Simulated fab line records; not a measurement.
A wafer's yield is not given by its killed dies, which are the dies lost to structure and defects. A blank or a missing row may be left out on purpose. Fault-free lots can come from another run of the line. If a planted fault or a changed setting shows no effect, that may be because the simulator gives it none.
Split-lot study :: flow n5-finfet :: 7 lots, 21 wafers read, on a route of 1938 steps

== THE SPLIT ==
At N5_MOL_CONTACT_COAG_EXPOSE_81 (exposes mask VG, defocus 0 nm), the setting dose-mj was moved away from the recipe's 59.5 on 4 of the 21 wafers read, by -6.6% to +3.1%. This setting was run at the recipe's value on the other wafers.

== FROM THE SPLIT TO THE READING: what the file shows between them, 5 steps ==
- N5_MOL_CONTACT_COAG_PEB_82: peb time 60 s
- N5_MOL_CONTACT_COAG_DEVELOP_83: develop time 30 s
- N5_MOL_CONTACT_COAG_CD_MEAS_84: target cd 25.1 nm
- N5_MOL_CONTACT_COAG_PRECLEAN_144: cleans in alkaline clean, time 60 s
- N5_MOL_CONTACT_COAG_SRD_145: time 30 s

== THE READING ==
cd-nm at N5_MOL_CONTACT_COAG_CD_MEAS_137, given in nm (cd target 16 nm). A value of 15.7 nm with a standard deviation of 0.36 nm is what fault-free wafers of this fab line usually give.

wafer: L080.2
tool, chamber at the split: euv-scanner-02, 0
dose-mj as run: 59.5
against the recipe: recipe
cd-nm, nm: 15.6
against lot-mates on the recipe: -

wafer: L080.3
tool, chamber at the split: euv-scanner-02, 0
dose-mj as run: 59.5
against the recipe: recipe
cd-nm, nm: 15.7
against lot-mates on the recipe: -

wafer: L080.4
tool, chamber at the split: euv-scanner-02, 0
dose-mj as run: 59.5
against the recipe: recipe
cd-nm, nm: 15.1
against lot-mates on the recipe: -

wafer: L084.1
tool, chamber at the split: euv-scanner-01, 0
dose-mj as run: 55.56
against the recipe: -6.6%
cd-nm, nm: 13.3
against lot-mates on the recipe: -2.5

wafer: L084.3
tool, chamber at the split: euv-scanner-01, 0
dose-mj as run: 59.5
against the recipe: recipe
cd-nm, nm: 15.8
against lot-mates on the recipe: -

wafer: L084.4
tool, chamber at the split: euv-scanner-01, 0
dose-mj as run: 59.5
against the recipe: recipe
cd-nm, nm: 15.8
against lot-mates on the recipe: -

wafer: L091.2
tool, chamber at the split: euv-scanner-01, 0
dose-mj as run: 59.5
against the recipe: recipe
cd-nm, nm: 16.0
against lot-mates on the recipe: -

wafer: L091.4
tool, chamber at the split: euv-scanner-01, 0
dose-mj as run: 59.5
against the recipe: recipe
cd-nm, nm: 15.9
against lot-mates on the recipe: -

wafer: L091.6
tool, chamber at the split: euv-scanner-01, 0
dose-mj as run: 58.18
against the recipe: -2.2%
cd-nm, nm: 15.5
against lot-mates on the recipe: -0.4

wafer: L093.1
tool, chamber at the split: euv-scanner-01, 0
dose-mj as run: 59.5
against the recipe: recipe
cd-nm, nm: 15.8
against lot-mates on the recipe: -

wafer: L093.3
tool, chamber at the split: euv-scanner-01, 0
dose-mj as run: 59.5
against the recipe: recipe
cd-nm, nm: 15.4
against lot-mates on the recipe: -

wafer: L093.5
tool, chamber at the split: euv-scanner-01, 0
dose-mj as run: 61.34
against the recipe: +3.1%
cd-nm, nm: 16.0
against lot-mates on the recipe: +0.4

wafer: L095.1
tool, chamber at the split: euv-scanner-01, 0
dose-mj as run: 59.5
against the recipe: recipe
cd-nm, nm: 15.9
against lot-mates on the recipe: -

wafer: L095.3
tool, chamber at the split: euv-scanner-01, 0
dose-mj as run: 59.5
against the recipe: recipe
cd-nm, nm: 15.6
against lot-mates on the recipe: -

wafer: L095.6
tool, chamber at the split: euv-scanner-01, 0
dose-mj as run: 59.5
against the recipe: recipe
cd-nm, nm: 16.3
against lot-mates on the recipe: -

wafer: L096.1
tool, chamber at the split: euv-scanner-01, 0
dose-mj as run: 61.03
against the recipe: +2.6%
cd-nm, nm: 16.7
against lot-mates on the recipe: +0.6

wafer: L096.2
tool, chamber at the split: euv-scanner-01, 0
dose-mj as run: 59.5
against the recipe: recipe
cd-nm, nm: 15.9
against lot-mates on the recipe: -

wafer: L096.4
tool, chamber at the split: euv-scanner-01, 0
dose-mj as run: 59.5
against the recipe: recipe
cd-nm, nm: 16.2
against lot-mates on the recipe: -

wafer: L097.1
tool, chamber at the split: euv-scanner-02, 0
dose-mj as run: 59.5
against the recipe: recipe
cd-nm, nm: 15.6
against lot-mates on the recipe: -

wafer: L097.2
tool, chamber at the split: euv-scanner-02, 0
dose-mj as run: 59.5
against the recipe: recipe
cd-nm, nm: 15.9
against lot-mates on the recipe: -

wafer: L097.3
tool, chamber at the split: euv-scanner-02, 0
dose-mj as run: 59.5
against the recipe: recipe
cd-nm, nm: 16.3
against lot-mates on the recipe: -

FIT RESULTS
A straight line over all 21 wafers: cd-nm changes by +0.309 nm for each +1% of dose-mj; r = +0.85; the points scatter about the line by 0.36 nm.
The same after taking each lot's own level away (the mean of its wafers on the recipe; 21 wafers): +0.313 nm for each +1%; r = +0.91; scatter 0.27 nm.
Per that fit: largest dose-mj move, reading shift of 2.1 nm.
From 15.47 to 16.05 nm: that is the span of the lots' own levels, equal to 1.6 times the standard deviation above.
Consequently the slope shifts little with the lot-to-lot level, the two slopes agreeing.
Check: -1.23 nm against its lot-mates is what the line predicts for one of the wafers moved furthest among these (-6.6%) when that wafer is left out of the fit. It came out at -2.5 nm against them.

== OTHER SPLITS ON THESE WAFERS ==
These wafers also went through other splits before the reading. Each is held against what the fit with the lots' levels taken away leaves over:
other split on the same wafers: N5_SD_EPI_N_ETCH_16 target-depth-a
wafers away from the commonest value: 6
r with cd-nm (lot level and that fit taken away): +0.42

other split on the same wafers: N5_HKMG_FIN_HK_ALD_01 ald-cycles
wafers away from the commonest value: 3
r with cd-nm (lot level and that fit taken away): +0.42

other split on the same wafers: N5_HKMG_FIN_EXPOSE_46 dose-mj
wafers away from the commonest value: 9
r with cd-nm (lot level and that fit taken away): +0.09

other split on the same wafers: N5_GATE_CUT_ALD_22 ald-cycles
wafers away from the commonest value: 7
r with cd-nm (lot level and that fit taken away): -0.01

== THE WHOLE CHAIN: every reading that the file lists as answering this split, in the file's order ==
step: N5_MOL_CONTACT_COAG_CD_MEAS_84
what it does: target cd 25.1 nm
reading: cd-nm
change (the file's fit): +0.283 nm for each +1% of the setting
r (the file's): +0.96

step: N5_MOL_CONTACT_COAG_CD_MEAS_137
what it does: target cd 16 nm
reading: cd-nm
change (the file's fit): +0.317 nm for each +1% of the setting
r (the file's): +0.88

== FILE'S OWN FIT ==
cd-nm changes by +0.317 nm for each +1% of dose-mj, r = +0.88.
